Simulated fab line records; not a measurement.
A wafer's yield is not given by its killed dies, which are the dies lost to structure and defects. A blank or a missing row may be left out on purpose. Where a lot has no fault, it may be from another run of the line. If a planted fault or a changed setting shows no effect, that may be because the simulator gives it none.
Chamber matching -- flow n5 finfet -- ald metal-03 running N5_BEOL_M1_ALD_84: 4 sister chambers
The step deposits TaN, pulse time 2 s, purge time 3 s, co reactant purge time 2 s. 4 wafers are shown with their chamber, then 8 later ones without.

WAFERS, EACH WITH ITS CHAMBER
wafer,chamber,heater power w (W)
L089.2,0,343
L092.1,3,387
L092.2,1,412
L091.1,2,467

WAFERS WHOSE CHAMBER IS MISSING
wafer,heater power w (W)
L091.3,398
L091.6,399
L093.3,389
L093.5,394
L093.6,351
L096.4,407
L096.5,476
L096.6,401

EACH ONE'S CHAMBER
wafer,from the rows above,in truth
L091.3,can't be placed: 3 or 1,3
L091.6,can't be placed: 3 or 1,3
L093.3,3,3
L093.5,can't be placed: 3 or 1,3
L093.6,0,0
L096.4,can't be placed: 1 or 3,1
L096.5,2,2
L096.6,can't be placed: 1 or 3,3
Correct placement for 3 of the 8. Cannot be placed on the basis of these rows: 5; the candidates contain the true chamber in 5. Wrongly placed: 0.
How it was worked out, from the rows above alone: a wafer's distance from a chamber is the root of the sum, over the readings, of the square of ((its reading less the chamber's mean) divided by the reading's scatter). The wafer belongs to the nearest chamber; if the next one is less than 2 further off, it can't be placed. The mean given for a chamber averages the wafers shown for that chamber. The scatter (one wafer shown for each chamber): square how far every hidden wafer sits from the nearest shown wafer, average those squares and take the square root.
